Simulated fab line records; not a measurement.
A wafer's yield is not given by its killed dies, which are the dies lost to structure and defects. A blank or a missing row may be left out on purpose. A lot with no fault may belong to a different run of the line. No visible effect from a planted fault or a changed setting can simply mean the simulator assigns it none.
fab line records    flow n5_finfet
[record] lots = 8  wafers = 24  last_day = 18
route steps=1938 shown MOL_CONTACT_COAG@528 BEOL_M4@1111 PASSIVATION@1936
lots that met no fault: taken from a fault-free run of the same line
start_h: the number of hours between the record's first day and the start of the first shown wafer of the lot    wait_h: hours elapsed since this lot's preceding step    " identical to the entry in the row above    L1.1+2: a row that stands for several wafers    - no value, or no start given    * or withheld: withheld    < > ~ a bound
route shown NAME@n: NAME is a module with steps in the file, n the number in the route of the first one    usual: mean/standard deviation of fault-free wafers    same: alike in all rows    chamber/n: place in a boat    sites: readings site by site    _std_site: standard deviation of those values    _edge_site: inner sites' mean taken away from outer sites' mean    radius_mm: how far each site lies from the wafer's centre    mask NAME#n: copy n    behind: tool/chamber where the wafer was last shaped    hold: cause of the lot's hold/its duration in hours/its outcome    device: which transistor (n, p or np) failed to switch    end of line: the route-end tests of the same wafers    a step given without rows: its recipe and nothing more    killed: dies lost to structure and defects at the first sort, not the wafer's yield    map: dies across one wafer; x = killed, . = not, _ = none there
set.NAME: setting as actually run; set.NAME@STEP: the setting as run at that earlier step    model.NAME: the simulator's own value behind a step, which no gauge read
one table for each step of the route and one row for each wafer, over a sample of lots
services: the hour from which a tool's chamber was out of use, counted from the record's first day as start_h (under 0 if before that day), plus the number of hours and why
[[steps]]
[step N5_MOL_CONTACT_COAG_INSPECT_10]
[recipe] mode = adi  inspect_instrument = brightfield
[usual] raw_defect_count = 63/22
lot.wafer  tool               chamber  start_h  wait_h  raw_defect_count
L888.2     defect_inspect-02  -        127.00   0.0     47
L888.4     "                  -        "        "       66
L888.5     "                  -        "        "       30
L889.1     defect_inspect-02  -        129.07   0.1     41
L889.4     "                  -        "        "       42
L889.5     "                  -        "        "       78
L896.2     defect_inspect-01  -        170.83   0.0     72
L896.4     "                  -        "        "       74
L896.6     "                  -        "        "       47
L897.2     defect_inspect-02  -        172.99   0.0     45
L897.4     "                  -        "        "       110
L897.6     "                  -        "        "       57
L901.2     defect_inspect-01  -        195.87   0.1     52
L901.3     "                  -        "        "       74
L901.5     "                  -        "        "       76
L902.2     defect_inspect-02  -        203.71   0.0     49
L902.5     "                  -        "        "       91
L902.6     "                  -        "        "       70
L905.3     defect_inspect-02  -        221.17   0.0     52
L905.5     "                  -        "        "       46
L905.6     "                  -        "        "       58
L906.1     defect_inspect-01  -        224.90   0.1     104
L906.3     "                  -        "        "       72
L906.4     "                  -        "        "       89
[step N5_MOL_CONTACT_COAG_DESCUM_13]
[recipe] chemistry = O2  time_s = 7  source_power_w = 50  bias_power_w = 20  pressure_mtorr = 20  rf_frequency_hz = 2.712e+07  temp_c = 40  resist = CAR-EUV  o2_flow_sccm = 225
[usual] drypump_motor_current_A = 5.6/0.42  oes_product_au = 0.80/0.083  rf_vpp_V = 243.0/1.3  showerhead_plenum_p_Torr = 2.09/0.071  throttle_valve_pct = 20.33/0.18
lot.wafer  tool         chamber  start_h  wait_h  drypump_motor_current_A  oes_product_au  rf_hours_counter_h  rf_vpp_V  showerhead_plenum_p_Torr  throttle_valve_pct
L888.2     rie_diel-01  1        127.82   0.8     5.3                      0.73            235                 243.4     2.04                      20.58
L888.4     "            2        "        "       5.5                      0.90            35                  242.7     2.06                      20.30
L888.5     "            3        "        "       6.1                      0.69            -                   242.7     2.04                      20.44
L889.1     rie_diel-01  0        129.63   0.6     5.2                      0.86            53                  245.3     2.22                      20.38
L889.4     "            1        "        "       5.3                      0.72            235                 242.0     2.04                      20.57
L889.5     "            2        "        "       5.6                      0.90            -                   243.8     2.06                      20.29
L896.2     rie_diel-01  3        171.00   0.2     6.2                      0.69            247                 243.2     2.04                      20.47
L896.4     "            3        "        "       6.1                      0.69            -                   243.7     2.04                      20.46
L896.6     "            0        "        "       5.2                      0.83            -                   242.9     2.21                      20.39
L897.2     rie_diel-01  3        173.03   0.0     6.1                      0.69            248                 242.9     2.04                      20.46
L897.4     "            0        "        "       5.1                      0.84            -                   245.3     2.21                      20.38
L897.6     "            3        "        "       6.1                      0.69            -                   241.3     2.04                      20.46
L901.2     rie_diel-04  3        195.91   0.0     5.2                      0.82            93                  240.3     2.02                      20.49
L901.3     "            2        "        "       6.0                      0.71            193                 241.8     2.09                      20.25
L901.5     "            3        "        "       5.1                      0.82            -                   240.3     2.02                      20.50
L902.2     rie_diel-04  3        203.74   0.0     5.1                      0.82            96                  241.4     2.02                      20.49
L902.5     "            2        "        "       6.0                      0.70            -                   242.9     2.09                      20.25
L902.6     "            3        "        "       5.1                      0.82            -                   242.6     2.02                      20.48
L905.3     rie_diel-06  2        221.20   0.0     5.8                      0.82            79                  242.3     2.10                      20.12
L905.5     "            2        "        "       5.8                      0.82            -                   243.2     2.09                      20.12
L905.6     "            3        "        "       5.1                      0.88            -                   241.9     2.05                      20.50
L906.1     rie_diel-04  3        224.93   0.0     5.1                      0.81            105                 241.0     2.02                      20.50
L906.3     "            0        "        "       5.9                      0.78            140                 242.6     1.99                      20.11
L906.4     "            2        "        "       6.0                      0.70            205                 242.0     2.09                      20.26
[step N5_MOL_CONTACT_COAG_ETCH_106]
[recipe] chemistry = N2/H2  target = SOC  target_depth_a = 800  overetch_a = 160  mask_material = SiARC  temp_c = 40  time_s = 120  ion_energy_ev = 200  pressure_mtorr = 30  source_w = 840  bias_w = 150  n2_flow_sccm = 200  h2_flow_sccm = 200
[usual] drypump_motor_current_A = 5.6/0.42  oes_product_au = 0.71/0.071  rf_vpp_V = 523.9/2.5  showerhead_plenum_p_Torr = 2.54/0.083  throttle_valve_pct = 17.78/0.26
lot.wafer  tool         chamber  start_h  wait_h  drypump_motor_current_A  oes_product_au  rf_hours_counter_h  rf_vpp_V  showerhead_plenum_p_Torr  throttle_valve_pct
L888.2     rie_diel-01  1        127.90   0.0     5.4                      0.64            235                 522.8     2.50                      18.15
L888.4     "            2        "        "       5.6                      0.80            35                  521.5     2.47                      17.45
L888.5     "            3        "        "       6.2                      0.63            -                   523.4     2.53                      18.24
L889.1     rie_diel-01  0        129.71   0.0     5.2                      0.77            53                  527.4     2.69                      17.74
L889.4     "            1        "        "       5.4                      0.63            235                 521.4     2.50                      18.15
L889.5     "            2        "        "       5.6                      0.80            -                   521.8     2.47                      17.46
L896.2     rie_diel-01  3        171.08   0.0     6.1                      0.62            247                 522.3     2.52                      18.27
L896.4     "            3        "        "       6.2                      0.62            -                   521.5     2.52                      18.26
L896.6     "            0        "        "       5.2                      0.74            -                   529.7     2.68                      17.76
L897.2     rie_diel-01  3        173.11   0.0     6.2                      0.62            248                 522.4     2.52                      18.27
L897.4     "            0        "        "       5.2                      0.74            -                   528.5     2.68                      17.76
L897.6     "            3        "        "       6.2                      0.62            -                   523.9     2.52                      18.25
L901.2     rie_diel-04  3        195.99   0.0     5.2                      0.74            93                  521.5     2.46                      17.83
L901.3     "            2        "        "       6.0                      0.64            193                 523.7     2.53                      17.60
L901.5     "            3        "        "       5.1                      0.74            -                   521.9     2.46                      17.84
L902.2     rie_diel-04  3        203.82   0.0     5.1                      0.74            96                  523.2     2.46                      17.84
L902.5     "            2        "        "       6.0                      0.64            -                   524.2     2.53                      17.61
L902.6     "            3        "        "       5.1                      0.74            -                   521.3     2.46                      17.86
L905.3     rie_diel-06  2        221.28   0.0     5.8                      0.73            79                  526.0     2.57                      17.68
L905.5     "            2        "        "       5.8                      0.74            -                   523.3     2.57                      17.67
L905.6     "            3        "        "       5.1                      0.76            -                   522.5     2.48                      17.83
L906.1     rie_diel-04  3        225.01   0.0     5.1                      0.72            105                 521.8     2.46                      17.86
L906.3     "            0        "        "       6.0                      0.69            140                 520.9     2.45                      17.65
L906.4     "            2        "        "       6.0                      0.64            205                 522.5     2.52                      17.64
[step N5_MOL_CONTACT_COAG_CONTACT_ETCH_14]
[recipe] chemistry = C4F6/O2  target = SiO2  target_depth_a = 275  overetch_a = 85  mask_material = SOC  pressure_mtorr = 30  source_w = 370  bias_w = 185  Ar_flow_sccm = 300  C4F6_flow_sccm = 16  O2_flow_sccm = 10  time_s = 20  ion_energy_ev = 259.6
[usual] drypump_motor_current_A = 5.6/0.42  mfc_ar_sccm = 300.0/0.9  oes_f_703_au = 0.81/0.089  oes_product_au = 0.68/0.068  rf_vpp_V = 693/3.1  showerhead_plenum_p_Torr = 2.87/0.087  throttle_valve_pct = 21.16/0.19
lot.wafer  tool         chamber  start_h  wait_h  drypump_motor_current_A  mfc_ar_sccm  oes_f_703_au  oes_product_au  rf_hours_counter_h  rf_vpp_V  showerhead_plenum_p_Torr  throttle_valve_pct
L888.2     rie_diel-01  1        128.00   0.0     5.4                      299.8        0.72          0.60            235                 690       2.84                      21.58
L888.4     "            2        "        "       5.6                      300.3        0.89          0.75            35                  691       2.81                      20.98
L888.5     "            3        "        "       6.2                      299.6        0.71          0.60            -                   691       2.80                      21.16
L889.1     rie_diel-01  0        129.81   0.0     5.2                      299.6        0.86          0.73            53                  699       3.02                      21.09
L889.4     "            1        "        "       5.3                      298.8        0.72          0.60            235                 693       2.84                      21.58
L889.5     "            2        "        "       5.6                      298.5        0.89          0.76            -                   692       2.81                      20.99
L896.2     rie_diel-01  3        171.18   0.0     6.1                      300.7        0.70          0.59            247                 691       2.80                      21.20
L896.4     "            3        "        "       6.1                      300.8        0.70          0.59            -                   691       2.80                      21.18
L896.6     "            0        "        "       5.2                      299.7        0.84          0.71            -                   698       3.01                      21.12
L897.2     rie_diel-01  3        173.21   0.0     6.2                      300.9        0.70          0.59            248                 691       2.80                      21.18
L897.4     "            0        "        "       5.2                      299.2        0.83          0.70            -                   698       3.01                      21.12
L897.6     "            3        "        "       6.1                      300.4        0.70          0.59            -                   690       2.80                      21.19
L901.2     rie_diel-04  3        196.09   0.0     5.1                      302.3        0.82          0.70            93                  689       2.80                      21.41
L901.3     "            2        "        "       6.0                      299.8        0.72          0.61            193                 692       2.84                      20.90
L901.5     "            3        "        "       5.2                      301.3        0.81          0.70            -                   692       2.80                      21.41
L902.2     rie_diel-04  3        203.93   0.0     5.1                      299.3        0.81          0.70            96                  691       2.80                      21.42
L902.5     "            2        "        "       6.0                      299.5        0.72          0.61            -                   692       2.84                      20.92
L902.6     "            3        "        "       5.1                      300.0        0.81          0.70            -                   689       2.80                      21.43
L905.3     rie_diel-06  2        221.38   0.0     5.8                      300.2        0.89          0.70            79                  694       2.91                      21.14
L905.5     "            2        "        "       5.8                      299.2        0.89          0.70            -                   694       2.91                      21.14
L905.6     "            3        "        "       5.1                      298.9        0.81          0.72            -                   689       2.80                      21.21
L906.1     rie_diel-04  3        225.12   0.0     5.2                      299.3        0.80          0.69            105                 688       2.80                      21.43
L906.3     "            0        "        "       6.0                      299.8        0.79          0.66            140                 689       2.79                      21.13
L906.4     "            2        "        "       6.0                      300.3        0.72          0.60            205                 693       2.84                      20.92
[step N5_MOL_CONTACT_COAG_CD_MEAS_99]
[recipe] target_cd_nm = 17.2  polarity = opening
[usual] cd_nm = 17.2/0.4
lot.wafer  tool       chamber  start_h  wait_h  cd_nm
L888.2     cd_sem-02  -        128.22   -       17.1
L888.4     "          -        "        "       17.2
L888.5     "          -        "        "       17.3
L889.1     cd_sem-03  -        130.02   -       16.7
L889.4     "          -        "        "       16.6
L889.5     "          -        "        "       17.2
L896.2     cd_sem-02  -        171.40   -       20.1
L896.4     "          -        "        "       20.2
L896.6     "          -        "        "       17.7
L897.2     cd_sem-02  -        173.43   -       19.8
L897.4     "          -        "        "       17.6
L897.6     "          -        "        "       19.9
L901.2     cd_sem-03  -        196.31   -       17.2
L901.3     "          -        "        "       17.4
L901.5     "          -        "        "       17.3
L902.2     cd_sem-02  -        204.14   -       17.0
L902.5     "          -        "        "       17.5
L902.6     "          -        "        "       17.4
L905.3     cd_sem-02  -        221.60   -       16.9
L905.5     "          -        "        "       17.3
L905.6     "          -        "        "       17.1
L906.1     cd_sem-03  -        225.33   -       17.4
L906.3     "          -        "        "       17.6
L906.4     "          -        "        "       17.8
[step N5_BEOL_M4_RC_MEAS_101]
[usual] DIBL_N = 36.4/2.7  DIBL_P = 36/3.2  IOFF_N = 0.16/0.046  IOFF_P = 0.21/0.055  ION_N = 677/15  ION_P = 464/11  RC_DENSE_N = 18.9/0.42  RC_DENSE_P = 23.6/0.56  RC_N = 15.4/0.33  RC_P = 19.3/0.44  SS_N = 71.5/0.79  SS_P = 73.3/0.93  VT_N = 250/4.1  VT_P = -251/4.4
lot.wafer  tool       chamber  start_h  wait_h  DIBL_N[mV/V]  DIBL_P[mV/V]  IOFF_N[nA/um]  IOFF_P[nA/um]  ION_N[uA/um]  ION_P[uA/um]  RC_DENSE_N[ohm.um]  RC_DENSE_P[ohm.um]  RC_N[ohm.um]  RC_P[ohm.um]  SS_N[mV/dec]  SS_P[mV/dec]  VT_N[mV]  VT_P[mV]
L888.2     prober-02  0        216.91   0.2     32.8          32            0.11           0.14           648           457           19.2                24.1                15.8          19.5          70.1          72.0          253       -255
L888.4     "          0        "        "       35.5          35            0.15           0.19           673           457           18.6                23.4                15.2          19.1          70.9          72.6          249       -253
L888.5     "          0        "        "       34.9          34            0.14           0.16           696           462           18.5                23.3                15.2          18.9          72.1          73.0          250       -255
L889.1     prober-02  0        226.22   0.0     31.4          30            0.10           0.14           677           464           19.4                25.1                16.0          20.4          70.5          72.7          257       -254
L889.4     "          0        "        "       31.9          31            0.11           0.14           659           458           19.7                24.9                16.0          20.2          70.4          72.8          256       -254
L889.5     "          0        "        "       34.2          34            0.12           0.17           652           451           19.0                24.0                15.6          19.7          71.1          73.1          257       -257
L897.2     prober-02  0        257.55   0.2     33.3          34            0.12           0.18           660           457           15.5                19.2                12.6          15.6          71.3          73.1          254       -254
L897.4     "          0        "        "       38.7          39            0.24           0.25           684           456           18.8                23.3                15.3          18.8          72.1          75.0          244       -251
L897.6     "          0        "        "       36.7          35            0.18           0.19           657           447           14.9                18.7                12.2          15.4          72.6          73.5          252       -254
L896.2     prober-01  0        263.50   0.2     34.6          35            0.13           0.16           672           463           15.4                19.5                12.7          16.0          71.4          72.8          254       -254
L896.4     "          0        "        "       39.2          41            0.20           0.24           676           461           15.3                19.1                12.5          15.6          72.4          74.0          251       -249
L896.6     "          0        "        "       42.8          45            0.29           0.35           698           474           19.4                24.6                16.0          19.8          73.4          75.4          245       -246
L901.2     prober-02  0        286.74   0.2     34.7          35            0.13           0.14           667           445           18.9                23.2                15.4          19.0          71.0          72.4          255       -255
L901.3     "          0        "        "       37.8          41            0.18           0.22           671           450           18.4                22.9                15.0          18.6          72.3          73.9          251       -253
L901.5     "          0        "        "       34.3          36            0.12           0.16           658           445           19.1                23.8                15.6          19.4          71.2          72.7          254       -258
L902.2     prober-02  0        293.20   0.2     36.9          38            0.17           0.24           689           475           19.1                23.9                15.6          19.5          71.3          74.3          247       -247
L902.5     "          0        "        "       37.6          37            0.17           0.24           675           466           18.9                23.6                15.5          19.4          72.1          74.6          249       -248
L902.6     "          0        "        "       37.0          36            0.17           0.22           676           454           19.1                23.9                15.7          19.4          71.6          74.0          248       -247
L905.3     prober-02  0        319.36   0.3     40.0          38            0.21           0.22           677           457           19.0                23.4                15.6          19.0          72.4          73.5          249       -253
L905.5     "          0        "        "       36.7          34            0.14           0.16           659           448           18.9                23.6                15.4          19.0          71.2          72.5          253       -257
L905.6     "          0        "        "       41.0          40            0.23           0.25           689           467           18.7                22.9                15.1          18.7          72.3          74.2          247       -252
L906.1     prober-01  0        319.44   0.0     28.6          29            0.06           0.09           633           435           18.1                22.8                14.8          18.7          70.3          70.7          264       -265
L906.3     "          0        "        "       32.5          32            0.11           0.12           658           440           17.8                22.5                14.6          18.5          71.0          71.9          256       -259
L906.4     "          0        "        "       32.1          33            0.11           0.13           677           462           18.3                23.1                14.9          18.9          70.6          71.7          253       -259
[step N5_PASSIVATION_PROBE_49]
[usual] defect_limited_yield = 91.1/1.4  killed_at_M0_to_M3 = 34/9.7  killed_at_M4_up = 13/5.1  killed_at_contacts = 14/6.3  killed_at_front_end = 40/11  killed_at_other = 3.5/2.7  killed_dies = 105/16  killed_open = 70/12  killed_short = 34/7.8  sort_bin_4_leakage = 0.02/0.13  sort_bin_5_function = 5.2/0.88  sort_bin_6_memory = 3.3/0.7  sort_bin_8_speed = 0.1/0.62  sort_n_pass = 1074/17  sort_yield_pct = 91.0/1.5
[same] gross_dies = 1180  killed_at_back_side = 0
lot.wafer  tool       chamber  start_h  wait_h  defect_limited_yield[%]  killed_at_M0_to_M3  killed_at_M4_up  killed_at_contacts  killed_at_front_end  killed_at_other  killed_dies  killed_open  killed_short  sort_bin_4_leakage[%]  sort_bin_5_function[%]  sort_bin_6_memory[%]  sort_bin_8_speed[%]  sort_n_pass  sort_yield_pct[%]
L901.2     prober-01  -        388.04   0.1     92.4                     30                  14               17                  26                   3                90           62           28            0                      4.7                     2.8                   0                    1090         92.4
L901.3     prober-01  -        388.09   0.1     92.5                     19                  7                20                  37                   5                88           55           29            0                      3.7                     3.3                   0                    1092         92.5
L901.5     prober-01  -        388.19   0.2     90.4                     37                  8                14                  47                   7                113          56           57            0                      5.5                     3.4                   0                    1067         90.4
// killed by level:class
L901.2 MOL_CONTACT_COAG:geometric_particle:open=13 STI_FIN_REVEAL:geometric_particle:open=8 FIN_SAQP:geometric_particle:short=7 BEOL_M1:geometric_particle:open=7 FIN_SAQP:geometric_particle:open=4 MOL_CONTACT_COAG:geometric_particle:short=4 BEOL_M0_SAQP:geometric_particle:short=4 BEOL_M3:geometric_particle:open=4
L901.3 MOL_CONTACT_COAG:geometric_particle:open=17 FIN_SAQP:geometric_particle:short=9 STI_FIN_REVEAL:geometric_particle:open=7 BEOL_M0_SAQP:geometric_particle:short=6 DUMMY_GATE:geometric_particle:open=4 BEOL_M0:geometric_particle:open=4 MOL_CONTACT_COAG:geometric_particle:short=3 FIN_SAQP:geometric_particle:open=2
L901.5 BEOL_M0_SAQP:geometric_particle:short=13 FIN_SAQP:geometric_particle:short=12 STI_FIN_REVEAL:geometric_particle:open=11 BEOL_M0_SAQP:geometric_particle:open=8 MOL_CONTACT_COAG:geometric_particle:short=7 MOL_CONTACT_COAG:geometric_particle:open=7 FIN_SAQP:geometric_particle:open=5 GATE_CUT:geometric_particle:short=5
[[services]]
tool         chamber  start_h  hours  kind
rie_diel-04  3        122.87   3.9    repair
rie_diel-04  -        126.60   2.8    pm
rie_diel-01  -        144.78   4.3    pm
rie_diel-06  3        173.08   5.7    repair
rie_diel-04  3        185.80   9.3    repair
rie_diel-04  1        195.45   -      clean
rie_diel-04  1        195.45   -      consumable_replace:focus_ring
rie_diel-04  1        195.45   17.4   scheduled_down
rie_diel-04  1        195.45   17.4   vent_cycle
rie_diel-01  3        205.59   -      clean
rie_diel-01  3        205.59   -      consumable_replace:focus_ring
rie_diel-01  3        205.59   19.6   scheduled_down
rie_diel-01  3        205.59   19.6   vent_cycle
rie_diel-06  -        221.57   2.8    pm
[[key]]
[first_sign] step = N5_MOL_CONTACT_COAG_CD_MEAS_99  reading = cd_nm  direction = up  sigmas = 7  usual = 17.2  struck = 20.0
[effect] step = N5_BEOL_M4_RC_MEAS_101  reading = RC_N  direction = down  sigmas = 8.8  usual = 15.4  struck = 12.5
[effect] step = N5_BEOL_M4_RC_MEAS_101  reading = RC_DENSE_N  direction = down  sigmas = 8.6  usual = 18.9  struck = 15.3
[effect] step = N5_BEOL_M4_RC_MEAS_101  reading = RC_P  direction = down  sigmas = 8.3  usual = 19.3  struck = 15.6
[effect] step = N5_BEOL_M4_RC_MEAS_101  reading = RC_DENSE_P  direction = down  sigmas = 8.1  usual = 23.6  struck = 19.1
met_at N5_MOL_CONTACT_COAG_ETCH_106
struck_lots L896,L897
struck_wafers L896.2,L896.4,L897.2,L897.6
not_acting_at N5_MOL_CONTACT_COAG_INSPECT_10,N5_MOL_CONTACT_COAG_DESCUM_13,N5_MOL_CONTACT_COAG_CONTACT_ETCH_14
onset_between 127.90 171.08
[fault] kind = process_parameter_drift  tool = rie_diel-01  chamber = 3  onset_h = 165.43  steps = N5_MOL_CONTACT_COAG_ETCH_106  channel = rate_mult  offset = 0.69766  shape = step  end_h = 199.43
